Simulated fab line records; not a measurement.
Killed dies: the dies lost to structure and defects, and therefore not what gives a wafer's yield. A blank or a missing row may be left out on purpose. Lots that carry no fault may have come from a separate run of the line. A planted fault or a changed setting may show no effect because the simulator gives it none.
Chamber matching    flow n5_finfet    N5_BEOL_M8_ETCH_72 on rie_diel-05: 4 sister chambers
The step etches underlayer in N2/H2, target depth 6.5 nm, time 5.2 s. 14 wafers are shown with their chamber, then 7 later ones without.

## WAFERS, EACH WITH ITS CHAMBER
wafer   chamber  drypump_motor_current_A (A)  etch_rf_on_time_s (s)  throttle_valve_pct (%)
L075.1  0        5.8                          5.06                   18.05
L075.4  1        5.1                          5.30                   17.71
L075.6  3        6.4                          5.55                   17.93
L076.2  0        5.9                          5.04                   18.11
L076.3  1        5.1                          5.25                   17.69
L076.4  2        5.4                          5.39                   17.75
L082.1  1        5.1                          5.27                   17.75
L082.4  1        5.1                          5.24                   17.75
L082.5  0        5.8                          5.00                   18.09
L084.1  1        5.1                          5.21                   17.74
L084.2  2        5.4                          5.40                   17.79
L084.4  3        6.4                          5.32                   17.56
L086.1  0        5.9                          4.94                   18.12
L086.2  3        6.4                          5.22                   17.56

SIGNATURES, as means of the wafers listed above
reading                  chamber 0  chamber 1  chamber 2  chamber 3  scatter within a chamber
drypump_motor_current_A  5.850      5.100      5.400      6.400      0.0316
etch_rf_on_time_s        5.0100     5.2540     5.3950     5.3633     0.0838
throttle_valve_pct       18.0925    17.7280    17.7700    17.6833    0.0989
Rule: a wafer's distance from a chamber is the root of the sum, over the readings, of the square of ((its reading less the chamber's mean) divided by the reading's scatter). If the next closest chamber is less than 2 further off than the closest, the wafer can't be placed; otherwise it belongs to the closest. The scatter: take each reading less its chamber's mean, square it, sum over the shown wafers, divide by the number of wafers less the number of chambers, and take the root.

## WAFERS WITH NO CHAMBER GIVEN
wafer   drypump_motor_current_A (A)  etch_rf_on_time_s (s)  throttle_valve_pct (%)
L086.4  5.1                          5.15                   17.73
L092.1  5.1                          5.29                   17.78
L092.2  5.4                          5.51                   17.80
L092.5  5.1                          5.26                   17.77
L096.3  5.4                          5.55                   17.84
L096.5  5.1                          5.22                   17.77
L096.6  5.9                          5.11                   18.13

## THE CHAMBER EACH PASSED THROUGH
wafer   from the rows above  in truth
L086.4  1                    1
L092.1  1                    1
L092.2  2                    2
L092.5  1                    1
L096.3  2                    2
L096.5  1                    1
L096.6  0                    0
Correct placement for 7 of the 7. Not placeable from these rows: 0. Wrongly placed: 0.
